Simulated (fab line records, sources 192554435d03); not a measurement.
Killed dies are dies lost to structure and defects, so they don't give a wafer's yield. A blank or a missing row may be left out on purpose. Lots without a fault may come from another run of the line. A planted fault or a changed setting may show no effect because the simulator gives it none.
fab line records | flow n5_finfet
record lots=24 wafers=72 last_day=18
route steps=1938 shown BEOL_M1@790 BEOL_M2@843
lots that met no fault: from a run of the same line without faults
start_h: hours from the record's first day to the start of the lot's first wafer shown | wait_h: hours since the lot's step before | " the same as in the row above | L1.1+2: a row that stands for several wafers | - no value, or no start given | * or withheld: withheld | < > ~ a bound
route shown NAME@n: a module of which the file shows steps, and the number in the route of the first | usual: mean/standard deviation of fault-free wafers | same: alike in all rows | chamber/n: place in a boat | sites: the reading at each site | _std_site: their standard deviation | _edge_site: outer sites' mean less inner sites' | radius_mm: how far each site lies from the wafer's centre | mask NAME#n: copy n | behind: the tool/chamber that last shaped the wafer | hold: why the lot was held/for how many hours/how that ended | device: the transistor (n, p or np) that didn't switch | end of line: the same wafers' tests at the end of the route | a step without rows: its recipe alone | killed: dies lost to structure and defects at the first sort, not the wafer's yield | map: a wafer's dies, x killed, . not, _ none there
set.NAME: the setting as run; set.NAME@STEP: as run at that earlier step | model.NAME: the simulator's own value behind a step, which no gauge read
steps of the route over a sample of lots; a table a step, a row a wafer
services: from which hour (start_h, from the record's first day; less than 0 if before it) a tool's chamber was out of use, for how many hours, and why
## steps
# step N5_BEOL_M1_ETCH_77
# recipe chemistry=N2/H2 target=underlayer target_depth_a=65 mask_material=CAR-EUV time_s=5.2 ion_energy_ev=200 pressure_mtorr=30 source_w=840 bias_w=150 n2_flow_sccm=200 h2_flow_sccm=200 ends=cleared
# usual drypump_motor_current_A=5.8/0.38 etch_rf_on_time_s=5.30/0.17 oes_product_au=0.64/0.063 rf_fwd_power_W=819.5/2.5 rf_vpp_V=524.1/2.5 showerhead_plenum_p_Torr=2.56/0.077 throttle_valve_pct=17.93/0.29
# columns lot.wafer tool chamber start_h wait_h drypump_motor_current_A etch_rf_on_time_s oes_product_au rf_fwd_power_W rf_hours_counter_h rf_vpp_V showerhead_plenum_p_Torr throttle_valve_pct
L074.2 rie_diel-04 2 128.61 0.0 6.5 5.13 0.59 820.5 216 526.4 2.63 18.23
L074.5 " 3 " " 5.3 5.39 0.63 822.8 - 524.9 2.65 18.17
L074.6 " 0 " " 6.1 5.43 0.73 822.3 - 524.1 2.60 17.47
L075.2 rie_diel-03 1 129.19 0.0 5.8 5.44 0.59 816.3 179 526.0 2.65 18.02
L075.3 " 3 " " 6.3 5.45 0.57 821.5 250 526.5 2.61 17.77
L075.5 " 0 " " 6.2 5.31 0.60 820.8 - 525.6 2.63 18.22
L076.1 rie_diel-06 1 137.73 0.0 5.3 5.48 0.64 819.6 129 524.8 2.55 17.98
L076.2 " 3 " " 6.0 5.36 0.61 813.8 187 520.5 2.43 18.13
L076.5 " 3 " " 6.0 5.35 0.61 816.4 - 521.3 2.43 18.14
L077.1 rie_diel-06 1 141.19 0.0 5.3 5.51 0.64 819.6 131 524.5 2.55 17.95
L077.2 " 2 " " 5.4 5.08 0.71 821.8 69 521.1 2.47 17.73
L077.5 " 3 " " 6.0 5.44 0.59 818.7 - 521.6 2.43 18.15
L078.1 rie_diel-03 1 144.12 0.0 5.7 5.56 0.57 821.4 187 528.9 2.64 18.02
L078.4 " 3 " " 6.3 5.47 0.57 820.3 - 525.6 2.61 17.80
L078.6 " 0 " " 6.2 5.34 0.60 817.9 - 526.6 2.62 18.23
L079.2 rie_diel-03 1 160.72 0.0 5.7 5.50 0.58 818.2 193 524.2 2.64 18.03
L079.3 " 3 " " 6.4 5.45 0.56 821.1 263 525.9 2.61 17.82
L079.4 " 3 " " 6.4 5.48 0.57 820.1 - 525.1 2.61 17.80
L080.1 rie_diel-04 2 164.07 0.0 6.5 5.13 0.58 817.5 228 527.1 2.63 18.26
L080.3 " 3 " " 5.3 5.38 0.64 820.6 182 525.9 2.64 18.18
L080.4 " 1 " " 6.3 5.32 0.64 815.4 139 526.7 2.64 17.68
L081.2 rie_diel-04 3 167.06 0.0 5.4 5.31 0.62 820.1 184 527.0 2.64 18.19
L081.5 " 1 " " 6.3 5.33 0.64 818.1 - 527.0 2.64 17.68
L081.6 " 2 " " 6.5 5.10 0.60 819.3 - 525.5 2.63 18.24
L082.1 rie_diel-04 1 170.04 0.0 6.3 5.32 0.63 820.3 141 526.6 2.64 17.72
L082.5 " 1 " " 6.3 5.32 0.64 820.5 - 528.8 2.64 17.68
L082.6 " 0 " " 6.1 5.35 0.72 818.3 - 524.5 2.59 17.50
L083.1 rie_diel-06 3 176.95 0.0 6.0 5.34 0.60 818.4 196 520.5 2.43 18.16
L083.3 " 1 " " 5.3 5.44 0.63 823.5 138 524.5 2.55 17.98
L083.4 " 2 " " 5.5 5.05 0.70 817.1 77 524.3 2.47 17.76
L084.1 rie_diel-03 1 186.62 0.0 5.8 5.49 0.57 821.7 203 526.7 2.64 18.05
L084.3 " 2 " " 5.7 5.01 0.70 823.7 74 521.5 2.47 17.58
L084.6 " 1 " " 5.7 5.50 0.58 817.0 - 525.9 2.64 18.05
L085.1 rie_diel-06 1 190.62 0.0 5.3 5.40 0.63 817.5 143 524.1 2.55 17.96
L085.3 " 0 " " 5.4 5.09 0.61 819.7 193 522.7 2.51 18.21
L085.6 " 3 " " 6.0 5.42 0.59 819.2 - 519.9 2.43 18.18
L086.3 rie_diel-06 3 195.97 0.0 6.0 5.39 0.59 816.6 202 519.6 2.42 18.15
L086.4 " 0 " " 5.4 5.14 0.62 817.9 195 524.8 2.51 18.21
L086.5 " 1 " " 5.3 5.47 0.63 820.8 - 522.8 2.55 17.97
L087.1 rie_diel-03 2 206.57 0.0 5.7 4.99 0.71 821.7 80 521.9 2.47 17.61
L087.4 " 0 " " 6.2 5.19 0.59 824.4 245 523.7 2.61 18.28
L087.5 " 2 " " 5.7 4.94 0.71 814.2 - 520.3 2.46 17.59
L088.1 rie_diel-04 1 206.75 0.0 6.3 5.44 0.63 816.4 153 527.7 2.64 17.72
L088.3 " 0 " " 6.1 5.37 0.71 818.5 75 524.5 2.59 17.50
L088.6 " 3 " " 5.4 5.34 0.62 821.8 - 527.8 2.63 18.23
L089.1 rie_diel-03 2 218.15 0.0 5.7 5.06 0.69 821.2 83 521.5 2.46 17.61
L089.3 " 0 " " 6.2 5.23 0.58 817.2 248 526.0 2.61 18.28
L089.5 " 0 " " 6.2 5.27 0.58 819.3 - 524.6 2.61 18.29
L090.2 rie_diel-03 0 218.29 0.0 6.2 5.28 0.58 824.9 248 527.4 2.61 18.28
L090.4 " 1 " " 5.8 5.52 0.57 820.8 212 526.6 2.63 18.10
L090.6 " 3 " " 6.3 5.43 0.77 816.0 - 525.4 2.60 17.37
L091.1 rie_diel-06 2 226.21 0.0 5.5 5.09 0.69 821.9 94 522.0 2.46 17.78
L091.5 " 0 " " 5.4 5.16 0.61 818.3 - 523.5 2.51 18.22
L091.6 " 1 " " 5.3 5.52 0.62 815.7 - 524.8 2.54 18.01
L092.4 rie_diel-03 3 231.07 0.0 6.3 5.41 0.78 819.2 - 522.9 2.60 17.37
L092.5 " 2 " " 5.7 4.96 0.71 819.0 - 522.6 2.46 17.63
L092.6 " 1 " " 5.8 5.51 0.57 816.3 - 526.0 2.63 18.07
L093.2 rie_diel-03 2 236.21 0.0 5.7 4.97 0.69 821.1 89 518.4 2.46 17.62
L093.4 " 1 " " 5.8 5.52 0.58 817.6 - 523.8 2.63 18.06
L093.5 " 2 " " 5.7 5.00 0.72 820.8 - 521.0 2.46 17.61
L094.2 rie_diel-03 2 241.15 0.0 5.7 4.95 0.69 815.8 90 521.5 2.46 17.63
L094.4 " 1 " " 5.7 5.50 0.57 819.9 - 525.7 2.63 18.08
L094.6 " 2 " " 5.7 4.96 0.71 814.0 - 520.1 2.46 17.63
L095.1 rie_diel-06 3 246.42 0.0 6.0 5.35 0.58 818.5 218 519.6 2.42 18.19
L095.4 " 0 " " 5.4 5.12 0.61 819.8 208 523.4 2.51 18.22
L095.5 " 3 " " 6.0 5.38 0.58 821.3 - 518.3 2.42 18.18
L096.2 rie_diel-06 1 257.86 0.0 5.3 5.50 0.62 819.9 164 521.0 2.54 18.01
L096.4 " 0 " " 5.4 5.09 0.60 818.6 210 520.7 2.51 18.25
L096.6 " 2 " " 5.5 5.07 0.68 816.2 - 520.2 2.46 17.81
L097.4 rie_diel-06 1 268.14 0.0 5.3 5.54 0.60 826.1 167 522.8 2.54 18.00
L097.5 " 0 " " 5.4 5.10 0.60 822.7 - 522.8 2.50 18.23
L097.6 " 3 " " 6.0 5.47 0.57 818.9 - 521.4 2.42 18.19
# step N5_BEOL_M1_SPUTTER_79
# recipe material=Cu target_thk_a=45 temp_c=-20 chamber_pressure_pa=0.07 power_w=withheld time_s=8.29
# usual chuck_sensor_temp_C=-16.0/0.41 throttle_valve_pct=30.0/1.1
# columns lot.wafer tool chamber start_h wait_h chuck_sensor_temp_C throttle_valve_pct
L074.2 pvd_sputter-02 - 132.35 0.1 -16.0 30.3
L074.5 " - " " -15.6 27.7
L074.6 " - " " -15.6 29.4
L075.2 pvd_sputter-02 - 134.29 0.1 -15.7 29.6
L075.3 " - " " -16.4 31.6
L075.5 " - " " -15.8 28.0
L076.1 pvd_sputter-03 - 140.75 0.1 -16.5 31.5
L076.2 " - " " -15.6 30.6
L076.5 " - " " -15.7 29.7
L077.1 pvd_sputter-03 - 160.81 0.1 -15.9 29.6
L077.2 " - " " -16.8 29.3
L077.5 " - " " -16.1 29.6
L078.1 pvd_sputter-02 - 165.43 0.1 -15.8 28.1
L078.4 " - " " -16.0 30.0
L078.6 " - " " -15.6 29.5
L079.2 pvd_sputter-01 - 170.25 0.1 -16.6 29.9
L079.3 " - " " -15.6 29.6
L079.4 " - " " -16.3 31.1
L080.1 pvd_sputter-02 - 170.51 0.1 -15.7 28.2
L080.3 " - " " -16.3 31.8
L080.4 " - " " -15.6 29.3
L081.2 pvd_sputter-03 - 173.58 0.1 -16.1 29.7
L081.5 " - " " -16.0 29.9
L081.6 " - " " -16.4 31.8
L082.1 pvd_sputter-02 - 176.88 0.1 -16.0 29.9
L082.5 " - " " -15.4 29.3
L082.6 " - " " -16.5 31.7
L083.1 pvd_sputter-01 - 179.81 0.1 -16.2 30.9
L083.3 " - " " -16.2 30.5
L083.4 " - " " -16.6 29.8
L084.1 pvd_sputter-02 - 200.87 0.1 -16.0 30.3
L084.3 " - " " -15.8 27.8
L084.6 " - " " -15.8 29.9
L085.1 pvd_sputter-01 - 203.08 0.1 -16.3 31.0
L085.3 " - " " -15.9 30.6
L085.6 " - " " -15.9 30.5
L086.3 pvd_sputter-03 - 204.92 0.1 -16.4 31.5
L086.4 " - " " -16.8 29.4
L086.5 " - " " -16.2 31.6
L087.1 pvd_sputter-02 - 214.64 0.1 -16.0 30.1
L087.4 " - " " -16.3 31.6
L087.5 " - " " -15.5 29.7
L088.1 pvd_sputter-02 - 217.32 0.1 -16.5 31.7
L088.3 " - " " -15.7 28.0
L088.6 " - " " -16.0 29.8
L089.1 pvd_sputter-03 - 222.72 0.1 -17.0 28.9
L089.3 " - " " -16.4 31.5
L089.5 " - " " -16.9 29.0
L090.2 pvd_sputter-02 - 222.84 0.1 -16.1 30.3
L090.4 " - " " -15.6 29.6
L090.6 " - " " -16.2 31.4
L091.1 pvd_sputter-03 - 235.67 0.1 -16.6 29.0
L091.5 " - " " -16.0 30.0
L091.6 " - " " -15.7 30.8
L092.4 pvd_sputter-01 - 237.97 0.1 -16.4 31.1
L092.5 " - " " -16.3 31.0
L092.6 " - " " -16.4 30.0
L093.2 pvd_sputter-02 - 241.05 0.1 -15.9 29.8
L093.4 " - " " -15.7 28.3
L093.5 " - " " -16.5 31.7
L094.2 pvd_sputter-02 - 261.41 0.1 -15.7 27.8
L094.4 " - " " -15.9 29.9
L094.6 " - " " -15.8 28.0
L095.1 pvd_sputter-01 - 262.04 0.1 -16.5 29.8
L095.4 " - " " -15.5 29.6
L095.5 " - " " -15.5 29.6
L096.2 pvd_sputter-03 - 266.11 0.1 -15.6 30.7
L096.4 " - " " -16.2 31.8
L096.6 " - " " -15.6 30.9
L097.4 pvd_sputter-03 - 272.87 0.1 -15.8 30.9
L097.5 " - " " -16.8 29.2
L097.6 " - " " -16.5 31.8
# step N5_BEOL_M1_SPUTTER_86
# recipe material=Cu target_thk_a=45 temp_c=-20 chamber_pressure_pa=0.07 power_w=withheld time_s=8.29
# usual chuck_sensor_temp_C=-16.1/0.41 throttle_valve_pct=30.0/1.1
# columns lot.wafer tool chamber start_h wait_h chuck_sensor_temp_C throttle_valve_pct
L074.2 pvd_sputter-02 - 132.79 0.1 -16.1 29.9
L074.5 " - " " -15.6 28.0
L074.6 " - " " -15.4 29.4
L075.2 pvd_sputter-02 - 134.73 0.1 -15.7 29.5
L075.3 " - " " -16.4 31.4
L075.5 " - " " -15.9 28.0
L076.1 pvd_sputter-03 - 141.19 0.1 -16.2 31.6
L076.2 " - " " -15.5 30.6
L076.5 " - " " -16.0 29.7
L077.1 pvd_sputter-03 - 161.25 0.1 -16.2 29.7
L077.2 " - " " -16.5 28.9
L077.5 " - " " -15.9 30.1
L078.1 pvd_sputter-02 - 165.87 0.1 -15.7 28.2
L078.4 " - " " -15.9 30.1
L078.6 " - " " -15.7 29.6
L079.2 pvd_sputter-01 - 170.74 0.1 -16.5 29.8
L079.3 " - " " -15.5 29.4
L079.4 " - " " -16.2 31.0
L080.1 pvd_sputter-02 - 170.95 0.1 -15.9 27.9
L080.3 " - " " -16.6 31.4
L080.4 " - " " -15.5 29.6
L081.2 pvd_sputter-03 - 174.02 0.1 -15.9 29.8
L081.5 " - " " -16.2 29.7
L081.6 " - " " -16.4 31.8
L082.1 pvd_sputter-02 - 177.32 0.1 -16.1 30.0
L082.5 " - " " -15.8 29.8
L082.6 " - " " -16.3 31.6
L083.1 pvd_sputter-01 - 180.25 0.1 -16.3 31.1
L083.3 " - " " -16.1 30.6
L083.4 " - " " -16.4 29.9
L084.1 pvd_sputter-02 - 201.31 0.1 -16.0 29.7
L084.3 " - " " -15.9 28.0
L084.6 " - " " -16.0 30.0
L085.1 pvd_sputter-01 - 203.52 0.1 -16.3 30.9
L085.3 " - " " -16.0 30.6
L085.6 " - " " -16.1 30.6
L086.3 pvd_sputter-03 - 205.36 0.1 -16.3 31.9
L086.4 " - " " -16.9 29.0
L086.5 " - " " -16.3 31.8
L087.1 pvd_sputter-02 - 215.08 0.1 -16.0 29.8
L087.4 " - " " -16.5 31.7
L087.5 " - " " -15.5 29.5
L088.1 pvd_sputter-02 - 217.76 0.1 -16.4 31.7
L088.3 " - " " -15.7 27.9
L088.6 " - " " -15.9 29.9
L089.1 pvd_sputter-03 - 223.16 0.1 -16.9 29.0
L089.3 " - " " -16.3 31.7
L089.5 " - " " -16.9 29.2
L090.2 pvd_sputter-02 - 223.28 0.1 -16.0 30.0
L090.4 " - " " -15.7 29.8
L090.6 " - " " -16.3 31.5
L091.1 pvd_sputter-03 - 236.11 0.1 -16.9 29.1
L091.5 " - " " -16.1 29.9
L091.6 " - " " -15.6 30.8
L092.4 pvd_sputter-01 - 238.41 0.1 -16.2 30.7
L092.5 " - " " -16.3 31.2
L092.6 " - " " -16.6 29.6
L093.2 pvd_sputter-02 - 241.49 0.1 -16.0 29.8
L093.4 " - " " -15.8 27.8
L093.5 " - " " -16.3 31.9
L094.2 pvd_sputter-02 - 261.85 0.1 -15.9 28.1
L094.4 " - " " -15.8 30.0
L094.6 " - " " -15.7 28.2
L095.1 pvd_sputter-01 - 262.48 0.1 -16.5 29.7
L095.4 " - " " -15.4 29.6
L095.5 " - " " -15.4 29.7
L096.2 pvd_sputter-03 - 266.55 0.1 -15.8 30.6
L096.4 " - " " -16.4 31.8
L096.6 " - " " -15.7 30.6
L097.4 pvd_sputter-03 - 273.31 0.1 -15.6 30.7
L097.5 " - " " -17.0 28.9
L097.6 " - " " -16.4 31.5
# step N5_BEOL_M1_SPUTTER_94
# recipe material=Cu target_thk_a=45 temp_c=-20 chamber_pressure_pa=0.07 power_w=withheld time_s=8.29
# usual chuck_sensor_temp_C=-16.0/0.39 throttle_valve_pct=30.0/1.1
# columns lot.wafer tool chamber start_h wait_h chuck_sensor_temp_C throttle_valve_pct
L074.2 pvd_sputter-02 - 133.67 0.1 -16.0 29.8
L074.5 " - " " -15.8 28.1
L074.6 " - " " -15.8 29.3
L075.2 pvd_sputter-02 - 135.61 0.1 -15.6 29.3
L075.3 " - " " -16.4 31.8
L075.5 " - " " -15.7 28.0
L076.1 pvd_sputter-03 - 142.07 0.1 -16.3 31.6
L076.2 " - " " -15.7 30.7
L076.5 " - " " -16.0 29.6
L077.1 pvd_sputter-03 - 162.13 0.1 -16.0 29.6
L077.2 " - " " -16.8 28.9
L077.5 " - " " -16.0 29.7
L078.1 pvd_sputter-02 - 166.75 0.1 -15.8 28.3
L078.4 " - " " -16.0 29.9
L078.6 " - " " -15.8 29.1
L079.2 pvd_sputter-01 - 171.73 0.1 -16.5 30.0
L079.3 " - " " -15.4 29.6
L079.4 " - " " -16.3 30.9
L080.1 pvd_sputter-02 - 171.83 0.1 -15.6 27.8
L080.3 " - " " -16.4 31.5
L080.4 " - " " -15.6 29.5
L081.2 pvd_sputter-03 - 174.90 0.1 -16.1 30.1
L081.5 " - " " -16.0 29.9
L081.6 " - " " -16.6 31.7
L082.1 pvd_sputter-02 - 178.20 0.1 -15.7 29.8
L082.5 " - " " -15.6 29.4
L082.6 " - " " -16.4 31.9
L083.1 pvd_sputter-01 - 181.13 0.1 -16.3 30.9
L083.3 " - " " -16.2 30.7
L083.4 " - " " -16.5 29.8
L084.1 pvd_sputter-02 - 202.19 0.1 -15.9 29.8
L084.3 " - " " -15.6 28.0
L084.6 " - " " -15.9 29.9
L085.1 pvd_sputter-01 - 204.40 0.1 -16.3 31.0
L085.3 " - " " -16.2 30.6
L085.6 " - " " -16.2 30.8
L086.3 pvd_sputter-03 - 206.24 0.1 -16.4 31.8
L086.4 " - " " -17.0 29.4
L086.5 " - " " -16.3 31.6
L087.1 pvd_sputter-02 - 215.96 0.1 -16.1 29.6
L087.4 " - " " -16.3 31.2
L087.5 " - " " -15.6 29.7
L088.1 pvd_sputter-02 - 218.64 0.1 -16.4 31.6
L088.3 " - " " -15.5 28.0
L088.6 " - " " -15.9 30.0
L089.1 pvd_sputter-03 - 224.04 0.1 -16.9 29.2
L089.3 " - " " -16.2 31.4
L089.5 " - " " -16.6 28.8
L090.2 pvd_sputter-02 - 224.16 0.1 -15.8 29.8
L090.4 " - " " -15.6 29.7
L090.6 " - " " -16.4 31.7
L091.1 pvd_sputter-03 - 236.99 0.1 -16.9 29.1
L091.5 " - " " -16.0 29.9
L091.6 " - " " -15.7 30.9
L092.4 pvd_sputter-01 - 239.29 0.1 -16.3 30.9
L092.5 " - " " -16.2 30.9
L092.6 " - " " -16.6 29.7
L093.2 pvd_sputter-02 - 242.37 0.1 -16.0 30.1
L093.4 " - " " -16.0 28.2
L093.5 " - " " -16.4 31.4
L094.2 pvd_sputter-02 - 262.73 0.1 -16.0 28.0
L094.4 " - " " -16.0 29.6
L094.6 " - " " -15.8 28.0
L095.1 pvd_sputter-01 - 263.36 0.1 -16.3 29.9
L095.4 " - " " -15.4 29.7
L095.5 " - " " -15.6 29.6
L096.2 pvd_sputter-03 - 267.43 0.1 -15.7 30.9
L096.4 " - " " -16.2 31.7
L096.6 " - " " -15.6 30.8
L097.4 pvd_sputter-03 - 274.19 0.1 -15.6 30.7
L097.5 " - " " -16.9 29.1
L097.6 " - " " -16.3 31.8
# step N5_BEOL_M2_PECVD_72
# recipe material=SiO2 target_thk_a=160 temp_c=400 precursor=TEOS/O2 pressure_torr=5.5 rf_w=450 teos_flow_sccm=53.8 gas=O2 flow_sccm=3000 time_s=18
# usual chamber_pressure_Torr=5.500/0.012 heater_power_w=753/64 rf_fwd_power_W=443.8/2.2 showerhead_plenum_p_Torr=8.80/0.078 throttle_valve_pct=22.0/0.72
# columns lot.wafer tool chamber start_h wait_h chamber_pressure_Torr heater_power_w rf_fwd_power_W showerhead_plenum_p_Torr throttle_valve_pct
L074.2 pecvd-04 1 135.16 0.0 5.493 725 442.2 8.73 23.0
L074.5 " 0 " " 5.497 647 442.5 8.81 22.9
L074.6 " 1 " " 5.487 724 440.9 8.75 23.3
L075.2 pecvd-02 1 137.15 0.0 5.513 835 442.9 8.69 21.5
L075.3 " 0 " " 5.505 844 444.7 8.75 21.3
L075.5 " 1 " " 5.500 853 443.0 8.72 21.3
L076.1 pecvd-04 2 143.51 0.0 5.494 836 447.4 8.79 22.7
L076.2 " 1 " " 5.492 701 441.9 8.71 23.4
L076.5 " 1 " " 5.500 686 441.2 8.73 23.1
L077.1 pecvd-04 0 163.56 0.0 5.485 761 444.8 8.85 23.0
L077.2 " 1 " " 5.487 711 440.9 8.74 23.0
L077.5 " 1 " " 5.486 708 441.1 8.75 23.2
L078.1 pecvd-04 2 168.18 0.0 5.505 823 447.0 8.78 23.0
L078.4 " 1 " " 5.488 727 442.2 8.73 23.2
L078.6 " 0 " " 5.500 753 444.2 8.84 22.8
L079.2 pecvd-02 0 173.21 0.0 5.530 832 447.4 8.74 21.5
L079.3 " 1 " " 5.507 700 442.6 8.70 21.4
L079.4 " 2 " " 5.504 703 438.1 8.81 21.6
L080.1 pecvd-04 0 173.27 0.0 5.499 733 443.9 8.86 23.1
L080.3 " 2 " " 5.509 776 447.2 8.77 22.5
L080.4 " 1 " " 5.499 632 442.7 8.72 23.0
L081.2 pecvd-03 1 176.78 0.0 5.511 692 444.9 8.96 22.2
L081.5 " 0 " " 5.495 823 442.3 8.75 21.1
L081.6 " 1 " " 5.503 712 440.7 8.94 22.3
L082.1 pecvd-02 0 179.65 0.0 5.483 725 447.6 8.77 21.7
L082.5 " 0 " " 5.485 727 446.4 8.75 21.6
L082.6 " 2 " " 5.517 679 442.5 8.81 22.0
L083.1 pecvd-03 1 182.57 0.0 5.494 742 445.1 8.95 22.4
L083.3 " 2 " " 5.506 650 443.7 8.75 21.8
L083.4 " 0 " " 5.486 724 445.3 8.77 21.4
L084.1 pecvd-02 2 203.65 0.0 5.510 704 443.9 8.81 21.9
L084.3 " 0 " " 5.518 800 446.2 8.77 21.5
L084.6 " 1 " " 5.510 756 440.7 8.71 21.3
L085.1 pecvd-03 1 205.83 0.0 5.487 832 446.9 8.97 22.5
L085.3 " 1 " " 5.503 808 446.0 8.93 22.6
L085.6 " 0 " " 5.513 817 445.6 8.79 21.3
L086.3 pecvd-03 1 207.75 0.1 5.506 802 446.5 8.94 22.9
L086.4 " 0 " " 5.512 798 441.3 8.79 21.6
L086.5 " 1 " " 5.509 826 444.0 8.96 22.5
L087.1 pecvd-04 2 217.39 0.0 5.487 705 446.0 8.76 22.8
L087.4 " 1 " " 5.520 755 440.2 8.74 22.8
L087.5 " 0 " " 5.507 701 445.0 8.85 23.0
L088.1 pecvd-03 1 220.09 0.0 5.493 783 444.3 8.96 22.7
L088.3 " 1 " " 5.500 804 445.1 8.96 22.7
L088.6 " 1 " " 5.502 819 444.9 8.94 22.7
L089.1 pecvd-02 2 225.47 0.0 5.466 712 442.0 8.83 21.7
L089.3 " 0 " " 5.490 756 445.9 8.74 21.5
L089.5 " 0 " " 5.486 728 447.1 8.76 21.6
L090.2 pecvd-03 1 225.59 0.0 5.515 771 439.7 8.95 22.7
L090.4 " 0 " " 5.494 852 442.1 8.77 21.3
L090.6 " 0 " " 5.497 855 443.8 8.75 21.5
L091.1 pecvd-03 2 238.79 0.0 5.510 654 445.0 8.74 20.6
L091.5 " 2 " " 5.498 635 444.2 8.73 20.7
L091.6 " 1 " " 5.507 716 442.2 8.95 22.8
L092.4 pecvd-02 0 240.86 0.1 5.522 784 447.7 8.73 21.7
L092.5 " 2 " " 5.500 722 441.8 8.82 21.8
L092.6 " 1 " " 5.511 844 442.2 8.70 21.5
L093.2 pecvd-03 1 243.80 0.0 5.493 752 442.6 8.92 22.7
L093.4 " 1 " " 5.498 769 443.9 8.94 22.9
L093.5 " 0 " " 5.513 748 444.0 8.76 21.6
L094.2 pecvd-02 0 264.17 0.0 5.496 756 447.4 8.76 21.5
L094.4 " 0 " " 5.498 743 447.0 8.75 21.7
L094.6 " 1 " " 5.494 793 445.2 8.70 21.2
L095.1 pecvd-03 1 264.80 0.0 5.523 787 444.3 8.95 22.9
L095.4 " 2 " " 5.486 599 447.2 8.75 20.7
L095.5 " 0 " " 5.503 849 444.1 8.78 21.8
L096.2 pecvd-03 1 268.95 0.0 5.496 759 442.6 8.96 22.6
L096.4 " 1 " " 5.496 743 443.6 8.96 22.8
L096.6 " 0 " " 5.496 800 443.8 8.74 21.7
L097.4 pecvd-02 1 275.64 0.1 5.489 852 444.1 8.70 21.4
L097.5 " 2 " " 5.510 792 439.4 8.81 21.9
L097.6 " 0 " " 5.510 775 447.9 8.77 21.6
# step N5_BEOL_M2_CD_MEAS_11
# recipe target_cd_nm=16.79 landing_energy_ev=500 detector=se_inlens polarity=opening
# usual cd_nm=16.82/0.27
# columns lot.wafer tool chamber start_h wait_h cd_nm
L074.2 cd_sem-01 0 136.85 - 16.78
L074.5 " 0 " " 17.00
L074.6 " 0 " " 16.65
L075.2 cd_sem-01 0 138.46 - 17.49
L075.3 " 0 " " 16.76
L075.5 " 0 " " 16.89
L076.1 cd_sem-01 0 147.05 - 16.75
L076.2 " 0 " " 16.63
L076.5 " 0 " " 17.21
L077.1 cd_sem-01 0 164.10 - 16.71
L077.2 " 0 " " 16.86
L077.5 " 0 " " 16.47
L078.1 cd_sem-02 0 169.67 - 16.99
L078.4 " 0 " " 16.84
L078.6 " 0 " " 16.98
L079.2 cd_sem-01 0 175.59 - 17.09
L079.3 " 0 " " 16.59
L079.4 " 0 " " 17.04
L080.1 cd_sem-02 0 175.76 - 16.90
L080.3 " 0 " " 17.20
L080.4 " 0 " " 16.81
L081.2 cd_sem-03 0 178.99 - 16.27
L081.5 " 0 " " 16.77
L081.6 " 0 " " 16.72
L082.1 cd_sem-02 0 182.14 - 16.80
L082.5 " 0 " " 16.47
L082.6 " 0 " " 16.48
L083.1 cd_sem-02 0 183.03 - 16.68
L083.3 " 0 " " 16.67
L083.4 " 0 " " 16.89
L084.1 cd_sem-02 0 205.57 - 16.69
L084.3 " 0 " " 16.26
L084.6 " 0 " " 16.75
L085.1 cd_sem-01 0 208.75 - 16.69
L085.3 " 0 " " 16.58
L085.6 " 0 " " 16.49
L086.3 cd_sem-02 0 209.11 - 16.85
L086.4 " 0 " " 17.01
L086.5 " 0 " " 16.98
L087.1 cd_sem-03 0 221.22 - 16.64
L087.4 " 0 " " 17.43
L087.5 " 0 " " 16.89
L088.1 cd_sem-03 0 221.36 - 17.00
L088.3 " 0 " " 16.98
L088.6 " 0 " " 16.88
L089.1 cd_sem-02 0 228.24 - 17.04
L089.3 " 0 " " 16.65
L089.5 " 0 " " 16.89
L090.2 cd_sem-01 0 228.41 - 16.81
L090.4 " 0 " " 16.70
L090.6 " 0 " " 17.19
L091.1 cd_sem-01 0 240.36 - 16.57
L091.5 " 0 " " 16.92
L091.6 " 0 " " 16.91
L092.4 cd_sem-02 0 243.87 - 17.13
L092.5 " 0 " " 16.50
L092.6 " 0 " " 16.81
L093.2 cd_sem-01 0 245.09 - 16.89
L093.4 " 0 " " 17.06
L093.5 " 0 " " 17.03
L094.2 cd_sem-03 0 266.56 - 16.63
L094.4 " 0 " " 16.96
L094.6 " 0 " " 16.50
L095.1 cd_sem-03 0 266.86 - 16.74
L095.4 " 0 " " 16.17
L095.5 " 0 " " 16.99
L096.2 cd_sem-03 0 269.40 - 16.68
L096.4 " 0 " " 17.24
L096.6 " 0 " " 16.91
L097.4 cd_sem-01 0 277.52 - 16.80
L097.5 " 0 " " 17.03
L097.6 " 0 " " 16.71
## services
# columns tool chamber start_h hours kind
pecvd-04 0 105.45 5.5 repair
pecvd-02 0 105.46 - calibration
rie_diel-04 - 122.71 2.8 pm
pvd_sputter-02 - 146.19 7.4 repair
pecvd-02 0 156.38 6.4 repair
rie_diel-03 3 166.76 - clean
rie_diel-03 3 166.76 - consumable_replace:focus_ring
pecvd-03 - 186.52 0.8 repair
pecvd-03 2 202.38 - clean
pecvd-03 2 202.38 - consumable_replace:showerhead
pecvd-03 2 202.38 29.0 scheduled_down
pecvd-03 2 202.38 29.0 vent_cycle
rie_diel-06 0 211.47 8.5 repair
rie_diel-03 0 224.48 - clean
rie_diel-03 0 224.48 - consumable_replace:focus_ring
rie_diel-03 0 224.48 20.7 scheduled_down
rie_diel-03 0 224.48 20.7 vent_cycle
pecvd-04 - 227.99 28.1 pm
rie_diel-04 2 234.06 - clean
rie_diel-04 2 234.06 - consumable_replace:focus_ring
rie_diel-04 2 234.06 14.5 scheduled_down
pecvd-03 1 252.32 5.5 scheduled_down
rie_diel-03 - 272.06 0.8 repair
pecvd-04 - 272.95 0.7 repair
## key
fault none
